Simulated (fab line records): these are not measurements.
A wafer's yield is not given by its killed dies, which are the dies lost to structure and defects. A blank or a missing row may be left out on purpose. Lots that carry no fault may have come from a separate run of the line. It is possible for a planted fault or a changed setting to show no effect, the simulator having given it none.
fab line records	flow n5-finfet
record lots=7	wafers=20	last-day=18
route steps=1938 shown BEOL_M10@1518 PASSIVATION@1936
lots untouched by any fault: they come from a run of this same line in which no faults occurred
start-h: the number of hours between the record's first day and the start of the first shown wafer of the lot	wait-h: time in hours since the lot's previous step	" the same as in the row above	L1.1+2: one row covering several wafers at once	- no value, or no start was given	* or withheld: withheld	< > ~ a bound
route shown NAME@n: names a module that has steps shown in the file, with the first one's number in the route	usual: the fault-free wafers' mean and standard deviation	same: alike in all rows	chamber/n: place in a boat	sites: per-site readings	_std_site: their standard deviation	_edge_site: the outer-site mean with the inner-site mean subtracted	radius-mm: for every site, how far away it sits from the centre of the wafer	mask NAME#n: copy n	behind: tool/chamber where the wafer was last shaped	hold: the reason the lot was held/the length of the hold in hours/how it ended	device: whichever transistor did not switch (one of n, p or np)	end of line: the same wafers' tests at the end of the route	a step given without rows: its recipe and nothing more	killed: not the wafer's yield, but the dies lost to structure and defects at the first sort	map: a wafer's dies, marking killed ones x, the rest . and places with no die _
set.NAME: setting as actually run; set.NAME@STEP: the setting as run at that earlier step	model.NAME: the simulator's own value behind a step, which no gauge read
lots seen at some steps along the route; tables by step, rows by wafer
services: when a tool's chamber went out of use (start-h, in hours from the record's first day, below 0 if earlier), for how many hours, and the reason
## steps
# step N5_BEOL_M10_PRECLEAN_42
# recipe chemistry=residue-remover	time-s=60	temp-c=40
# step N5_BEOL_M10_SRD_43
# recipe time-s=30	temp-c=23	rinse-liquid=diw	dry=ipa-marangoni
# step N5_BEOL_M10_CD_MEAS_35
# recipe target-cd-nm=70	polarity=opening
# usual cd-nm=70.2/0.72
lot.wafer	tool	chamber	start-h	wait-h	cd-nm
L760.1	cd-sem-02	-	258.11	0.0	70.4
L760.3	"	-	"	"	69.8
L760.4	"	-	"	"	71.3
L761.2	cd-sem-01	-	266.03	0.0	69.5
L761.5	"	-	"	"	70.3
L761.6	"	-	"	"	70.5
L766.2	cd-sem-03	-	303.31	0.0	69.9
L766.4	"	-	"	"	69.2
L768.3	cd-sem-01	-	312.52	0.0	69.6
L768.4	"	-	"	"	69.4
L768.6	"	-	"	"	69.5
L775.2	cd-sem-01	-	354.81	0.0	71.4
L775.3	"	-	"	"	70.0
L775.5	"	-	"	"	70.7
L776.1	cd-sem-02	-	360.01	0.0	70.4
L776.3	"	-	"	"	70.0
L776.6	"	-	"	"	69.9
L771.1	cd-sem-01	-	376.00	0.0	69.7
L771.2	"	-	"	"	70.1
L771.6	"	-	"	"	70.1
# step N5_BEOL_M10_CURE_72
# recipe temp-c=370	time-s=120	ambient=DMADMS/He	material=SiCOH_lowk
# usual lamp-power-pct=52.31/0.054	wafer_temp_C_max=371.5/0.47
lot.wafer	tool	chamber	start-h	wait-h	lamp-power-pct	wafer_temp_C_max
L760.1	uv-cure-03	2	258.15	0.0	52.32	371.8
L760.3	"	2	"	"	52.25	371.8
L760.4	"	2	"	"	52.37	372.3
L761.2	uv-cure-01	1	266.17	0.1	52.23	371.6
L761.5	"	1	"	"	52.36	372.1
L761.6	"	1	"	"	52.25	371.3
L766.2	uv-cure-01	1	303.40	0.1	52.34	371.3
L766.4	"	1	"	"	52.37	372.4
L768.3	uv-cure-03	1	312.65	0.1	52.26	371.4
L768.4	"	1	"	"	52.23	371.6
L768.6	"	1	"	"	52.30	371.7
L775.2	uv-cure-02	1	354.90	0.1	52.32	370.7
L775.3	"	1	"	"	52.25	371.0
L775.5	"	1	"	"	52.30	370.7
L776.1	uv-cure-03	2	360.05	0.0	52.35	372.3
L776.3	"	2	"	"	52.32	371.7
L776.6	"	2	"	"	52.35	371.8
L771.1	uv-cure-02	0	376.13	0.1	52.33	371.7
L771.2	"	0	"	"	52.35	371.7
L771.6	"	0	"	"	52.35	371.5
# step N5_BEOL_M10_DEGAS_44
# recipe ambient=vacuum	temp-c=250	time-s=60
# step N5_BEOL_M10_PRE_CLEAN_45
# recipe gas=H2/He	time-s=30	temp-c=250
# usual heater-power-w=323/38
lot.wafer	tool	chamber	start-h	wait-h	heater-power-w
L760.1	pvd-sputter-03	-	258.61	0.0	326
L760.3	"	-	"	"	331
L760.4	"	-	"	"	278
L761.2	pvd-sputter-02	-	266.90	0.0	312
L761.5	"	-	"	"	310
L761.6	"	-	"	"	414
L766.2	pvd-sputter-03	-	303.71	0.0	272
L766.4	"	-	"	"	330
L768.3	pvd-sputter-01	-	313.26	0.0	292
L768.4	"	-	"	"	305
L768.6	"	-	"	"	382
L775.2	pvd-sputter-02	-	355.71	0.0	317
L775.3	"	-	"	"	305
L775.5	"	-	"	"	301
L776.1	pvd-sputter-03	-	360.74	0.0	334
L776.3	"	-	"	"	309
L776.6	"	-	"	"	332
L771.1	pvd-sputter-03	-	376.54	0.0	339
L771.2	"	-	"	"	337
L771.6	"	-	"	"	335
# step N5_BEOL_M10_ALD_74
# recipe material=TaN	target-thk-a=20	temp-c=275	ald-precursor-family=PDMAT	ald-co-reactant=NH3	pressure-torr=3	carrier-flow-sccm=1500	pulse-time-s=2	purge-time-s=3	co-reactant-purge-time-s=2	co-reactant-pulse-time-s=3	ald-cycles=40	precursor-vessel-temp-c=75	precursor-vessel-pressure-torr=26.25	precursor-vessel-carrier-sccm=1000
# usual heater-power-w=447/40	precursor-vessel-carrier-sccm=1000/3.1
# same pulse-time-s=2
lot.wafer	tool	chamber	start-h	wait-h	heater-power-w	precursor-vessel-carrier-sccm	since-wet-clean-h
L760.1	ald-metal-03	2	258.70	0.1	519	1003	4537
L760.3	"	0	"	"	415	1004	4537
L760.4	"	3	"	"	522	1000	4537
L761.2	ald-metal-03	2	267.02	0.1	510	1000	4545
L761.5	"	1	"	"	424	1002	-
L761.6	"	0	"	"	404	1003	-
L766.2	ald-metal-01	1	303.78	0.1	461	999	6121
L766.4	"	0	"	"	425	1004	6121
L768.3	ald-metal-04	3	313.40	0.1	467	1001	1515
L768.4	"	0	"	"	368	1000	1515
L768.6	"	2	"	"	418	1001	-
L775.2	ald-metal-01	3	355.77	0.0	454	1000	5
L775.3	"	0	"	"	434	998	5
L775.5	"	3	"	"	457	1002	-
L776.1	ald-metal-01	2	360.80	0.0	413	997	10
L776.3	"	0	"	"	427	994	10
L776.6	"	0	"	"	428	998	-
L771.1	ald-metal-03	2	376.61	0.0	506	1002	4655
L771.2	"	3	"	"	509	997	4655
L771.6	"	1	"	"	425	1000	-
# step N5_BEOL_M10_SURFACE_TREAT_76
# recipe gas=Ar	time-s=*	ion-energy-ev=*	ion-current-ma-cm2=0.5	pressure-mtorr=*	ar-flow-sccm=30
# usual throttle-valve-pct=*
lot.wafer	tool	chamber	start-h	wait-h	throttle-valve-pct
L760.1	pvd-sputter-01	-	258.99	0.2	*
L760.3	"	-	"	"	*
L760.4	"	-	"	"	*
L761.2	pvd-sputter-01	-	267.75	0.6	*
L761.5	"	-	"	"	*
L761.6	"	-	"	"	*
L766.2	pvd-sputter-02	-	304.22	0.3	*
L766.4	"	-	"	"	*
L768.3	pvd-sputter-01	-	313.70	0.2	*
L768.4	"	-	"	"	*
L768.6	"	-	"	"	*
L775.2	pvd-sputter-02	-	356.05	0.2	*
L775.3	"	-	"	"	*
L775.5	"	-	"	"	*
L776.1	pvd-sputter-03	-	361.08	0.2	*
L776.3	"	-	"	"	*
L776.6	"	-	"	"	*
L771.1	pvd-sputter-02	-	376.92	0.2	*
L771.2	"	-	"	"	*
L771.6	"	-	"	"	*
# step N5_BEOL_M10_CVD_75
# recipe material=Co	target-thk-a=20	temp-c=withheld	precursor=CCTBA/H2	pressure-torr=30	time-s=138.9
# step N5_BEOL_M10_SPUTTER_48
# recipe material=Cu	target-thk-a=120	temp-c=-20	bias-v=60	power-w=26000	chamber-pressure-pa=0.13	time-s=2
# usual throttle-valve-pct=29.9/0.95
lot.wafer	tool	chamber	start-h	wait-h	throttle-valve-pct
L760.1	pvd-sputter-03	-	259.61	0.2	29.5
L760.3	"	-	"	"	28.7
L760.4	"	-	"	"	31.0
L761.2	pvd-sputter-01	-	268.05	0.1	30.8
L761.5	"	-	"	"	31.5
L761.6	"	-	"	"	30.7
L766.2	pvd-sputter-03	-	304.47	0.1	29.1
L766.4	"	-	"	"	30.7
L768.3	pvd-sputter-01	-	313.88	0.1	31.8
L768.4	"	-	"	"	30.0
L768.6	"	-	"	"	29.6
L775.2	pvd-sputter-03	-	356.25	0.1	29.1
L775.3	"	-	"	"	30.5
L775.5	"	-	"	"	31.0
L776.1	pvd-sputter-02	-	361.35	0.1	30.5
L776.3	"	-	"	"	28.8
L776.6	"	-	"	"	29.2
L771.1	pvd-sputter-03	-	377.12	0.1	31.2
L771.2	"	-	"	"	30.6
L771.6	"	-	"	"	29.0
# step N5_BEOL_M10_ECD_50
# recipe material=Cu	target-thk-a=3180
# step N5_BEOL_M10_ANNEAL_51
# recipe temp-c=225	time-s=90	ambient=N2
# step N5_BEOL_M10_CMP_52
# recipe stop-on=SiCOH_lowk	t-overpolish-s=7	down-force-psi=1	platen-rpm=50	clearing-platen-down-force-psi=1.5	clearing-platen-rpm=50	post-cmp-clean=cu-alkaline	target-thk-nm=140	clearing-platen-pad-velocity-m-s=0.99484	pad-velocity-m-s=0.99484
# usual barrier-field-endpoint-s=28.9/0.68	clearing-platen-rpm=49.999/0.025	motor-current-A=6.1/0.61	overpolish-run-s=6.999/0.0085	time-to-endpoint-s=65.0/2.9
lot.wafer	tool	chamber	start-h	wait-h	barrier-field-endpoint-s	clearing-platen-rpm	motor-current-A	overpolish-run-s	time-to-endpoint-s
L760.4	cmp-01	3	260.83	0.1	15.9	50.019	5.7	6.996	34.7
L760.1	"	1	"	"	27.8	49.996	5.6	7.008	64.4
L760.3	"	2	"	"	29.7	49.973	6.8	7.019	67.3
L761.2	cmp-01	3	268.67	0.3	15.7	49.996	5.4	7.005	35.0
L761.5	"	1	"	"	28.7	49.965	5.4	7.015	64.2
L761.6	"	2	"	"	28.3	49.997	7.3	6.995	67.3
L766.2	cmp-01	0	305.14	0.2	15.5	49.986	6.6	7.006	31.2
L766.4	"	1	"	"	16.1	50.019	5.3	6.987	31.6
L768.4	cmp-02	1	314.48	0.2	29.3	50.002	7.0	7.005	65.5
L768.3	"	2	"	"	28.5	49.971	6.1	6.996	65.8
L768.6	"	3	"	"	29.0	50.034	5.9	6.995	62.6
L775.3	cmp-03	3	357.42	0.2	28.7	49.960	6.0	7.011	62.3
L775.2	"	0	"	"	28.8	50.023	5.7	6.997	67.2
L775.5	"	0	"	"	30.0	50.008	5.8	6.995	67.9
L776.3	cmp-03	2	361.88	0.2	29.1	49.970	5.9	7.010	71.1
L776.1	"	1	"	"	29.3	50.010	6.4	7.002	66.6
L776.6	"	2	"	"	31.1	49.999	5.9	7.000	69.8
L771.2	cmp-01	1	377.96	0.3	29.1	50.010	5.3	6.999	66.5
L771.1	"	3	"	"	28.8	49.986	5.6	6.995	65.0
L771.6	"	1	"	"	29.3	50.016	5.7	7.004	65.8
# step N5_PASSIVATION_PROBE_49
# usual defect-limited-yield=91.0/1.5	killed_at_M0_to_M3=35/11	killed_at_M4_up=13/6	killed-at-contacts=14/6.5	killed-at-front-end=40/12	killed-at-other=4/3.4	killed-dies=106/18	killed-open=68/14	killed-short=35/7.7	sort_bin_5_function=5.2/0.98	sort_bin_6_memory=3.4/0.72	sort-n-pass=1074/18	sort-yield-pct=91.0/1.5
# same gross-dies=1180	killed-at-back-side=0	sort_bin_4_leakage[%]=0	sort_bin_8_speed[%]=0
lot.wafer	tool	chamber	start-h	wait-h	defect-limited-yield[%]	killed_at_M0_to_M3	killed_at_M4_up	killed-at-contacts	killed-at-front-end	killed-at-other	killed-dies	killed-open	killed-short	sort_bin_5_function[%]	sort_bin_6_memory[%]	sort-n-pass	sort-yield-pct[%]
L766.2	prober-01	-	357.12	0.1	90.8	37	14	12	43	2	108	77	29	5.6	3.2	1072	90.8
L766.4	prober-01	-	357.22	0.2	88.3	36	15	40	42	5	138	98	37	6.5	4.9	1042	88.3
L761.2	prober-02	-	361.94	0.1	90.8	17	20	17	44	11	109	75	32	5.2	3.8	1071	90.8
L761.5	prober-02	-	362.09	0.2	89.7	44	3	13	57	5	122	80	37	6.4	3.6	1058	89.7
L761.6	prober-02	-	362.14	0.3	89.7	25	10	16	66	5	122	81	39	6.9	3.2	1058	89.7
L768.3	prober-01	-	366.62	0.1	92.0	43	9	17	23	2	94	68	26	4.7	3.2	1086	92.0
L768.4	prober-01	-	366.67	0.2	92.0	36	14	18	26	0	94	62	29	3.7	3.9	1086	92.0
L768.6	prober-01	-	366.77	0.3	91.2	35	8	23	36	2	104	61	42	5.0	2.9	1076	91.2
L771.1	prober-02	-	425.38	0.0	89.1	33	28	28	40	0	129	101	28	6.2	4.7	1051	89.1
L771.2	prober-02	-	425.43	0.1	89.7	57	15	9	41	0	122	76	45	6.2	3.7	1058	89.7
L771.6	prober-02	-	425.63	0.3	90.3	35	25	6	49	0	115	77	37	5.8	3.6	1065	90.3
# killed by level:class
L766.2 STI_FIN_REVEAL:geometric-particle:open=16 BEOL_M2:geometric-particle:open=12 MOL_CONTACT_COAG:geometric-particle:open=11 BEOL_M4:geometric-particle:open=10 BEOL_M0_SAQP:geometric-particle:open=6 STI_FIN_REVEAL:geometric-particle:short=6 BEOL_M3:geometric-particle:open=6 BEOL_M0_SAQP:geometric-particle:short=5
L766.4 MOL_CONTACT_COAG:geometric-particle:open=31 BEOL_M2:geometric-particle:open=10 FIN_SAQP:geometric-particle:open=9 MOL_CONTACT_COAG:geometric-particle:short=9 GATE_CUT:geometric-particle:short=8 DUMMY_GATE:geometric-particle:open=7 GATE_CUT:geometric-particle:open=7 BEOL_M0_SAQP:geometric-particle:open=7
L761.2 MOL_CONTACT_COAG:geometric-particle:open=14 STI_FIN_REVEAL:geometric-particle:open=12 GATE_CUT:geometric-particle:open=7 FIN_SAQP:geometric-particle:open=6 BEOL_M4:geometric-particle:open=6 GATE_CUT:geometric-particle:short=5 BEOL_M0_SAQP:geometric-particle:open=4 BEOL_M3:geometric-particle:open=4
L761.5 STI_FIN_REVEAL:geometric-particle:open=18 MOL_CONTACT_COAG:geometric-particle:open=10 FIN_SAQP:geometric-particle:short=9 BEOL_M2:geometric-particle:open=9 BEOL_M3:geometric-particle:open=9 FIN_SAQP:geometric-particle:open=8 BEOL_M0_SAQP:geometric-particle:open=8 BEOL_M0_SAQP:geometric-particle:short=8
L761.6 STI_FIN_REVEAL:geometric-particle:open=29 MOL_CONTACT_COAG:geometric-particle:open=14 FIN_SAQP:geometric-particle:open=10 FIN_SAQP:geometric-particle:short=9 BEOL_M0_SAQP:geometric-particle:open=6 GATE_CUT:geometric-particle:short=6 BEOL_M0_SAQP:geometric-particle:short=5 BEOL_M2:geometric-particle:open=5
L768.3 MOL_CONTACT_COAG:geometric-particle:open=14 BEOL_M0_SAQP:geometric-particle:open=12 BEOL_M1:geometric-particle:open=12 BEOL_M0:geometric-particle:open=8 FIN_SAQP:geometric-particle:short=6 FIN_SAQP:geometric-particle:open=5 BEOL_M0_SAQP:geometric-particle:short=5 MOL_CONTACT_COAG:geometric-particle:short=3
L768.4 MOL_CONTACT_COAG:geometric-particle:open=13 BEOL_M0_SAQP:geometric-particle:short=9 BEOL_M3:geometric-particle:open=8 BEOL_M0_SAQP:geometric-particle:open=7 STI_FIN_REVEAL:geometric-particle:open=5 MOL_CONTACT_COAG:geometric-particle:short=5 FIN_SAQP:geometric-particle:short=4 DUMMY_GATE:geometric-particle:open=4
L768.6 MOL_CONTACT_COAG:geometric-particle:open=15 BEOL_M0_SAQP:geometric-particle:short=14 MOL_CONTACT_COAG:geometric-particle:short=8 BEOL_M0_SAQP:geometric-particle:open=8 BEOL_M2:geometric-particle:open=6 FIN_SAQP:geometric-particle:short=5 FIN_SAQP:geometric-particle:open=5 STARTING-WAFER:geometric-particle:short=5
L771.1 MOL_CONTACT_COAG:geometric-particle:open=24 BEOL_M4:geometric-particle:open=22 FIN_SAQP:geometric-particle:short=12 BEOL_M3:geometric-particle:open=9 BEOL_M2:geometric-particle:open=8 STI_FIN_REVEAL:geometric-particle:open=7 DUMMY_GATE:geometric-particle:open=5 FIN_SAQP:geometric-particle:open=4
L771.2 BEOL_M0_SAQP:geometric-particle:open=15 BEOL_M0_SAQP:geometric-particle:short=14 BEOL_M3:geometric-particle:open=13 FIN_SAQP:geometric-particle:open=10 FIN_SAQP:geometric-particle:short=10 BEOL_M4:geometric-particle:open=9 MOL_CONTACT_COAG:geometric-particle:open=6 BEOL_M3:geometric-particle:short=5
L771.6 FIN_SAQP:geometric-particle:open=13 FIN_SAQP:geometric-particle:short=12 BEOL_M4:geometric-particle:open=12 BEOL_M3:geometric-particle:open=9 STI_FIN_REVEAL:geometric-particle:open=8 BEOL_M1:geometric-particle:open=7 MOL_CONTACT_COAG:geometric-particle:open=6 BEOL_M4:geometric-particle:short=6
## services
tool	chamber	start-h	hours	kind
ald-metal-01	-	245.91	2.8	pm
pvd-sputter-01	-	246.25	3.0	repair
uv-cure-02	-	252.87	0.4	repair
cmp-03	-	276.92	1.5	repair
cmp-01	-	281.67	3.9	repair
uv-cure-02	-	293.88	0.3	repair
ald-metal-01	1	296.00	6.9	repair
ald-metal-01	-	307.34	1.3	repair
cmp-02	-	312.55	0.3	repair
uv-cure-01	-	328.61	6.0	pm
pvd-sputter-01	-	335.05	1.8	repair
ald-metal-01	-	337.25	14.0	pm
ald-metal-01	0	337.25	14.0	vent-cycle
ald-metal-01	1	337.25	14.0	vent-cycle
ald-metal-01	2	337.25	14.0	vent-cycle
ald-metal-01	3	337.25	14.0	vent-cycle
uv-cure-01	-	343.48	25.3	repair
cmp-01	-	352.54	5.1	pm
pvd-sputter-01	-	354.34	9.6	repair
pvd-sputter-01	-	366.21	1.5	repair
cmp-03	-	366.55	0.5	repair
cmp-02	-	372.97	4.4	repair
ald-metal-03	0	376.09	5.4	repair
ald-metal-03	2	377.08	18.4	repair
## key
first-sign step=N5_BEOL_M10_CMP_52	reading=barrier-field-endpoint-s	direction=down	sigmas=19	usual=28.9	struck=15.8
effect step=N5_BEOL_M10_CMP_52	reading=time-to-endpoint-s	direction=down	sigmas=11	usual=*	struck=*
met-at N5_BEOL_M10_CMP_52
struck-wafers L760.4,L761.2,L766.2,L766.4
fault kind=process-parameter-drift	tool=cmp-01	chamber=-	onset-h=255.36	steps=N5_BEOL_M10_CMP_52	channel=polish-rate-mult	offset=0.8	shape=step	end-h=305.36	scope=struck-wafers-only
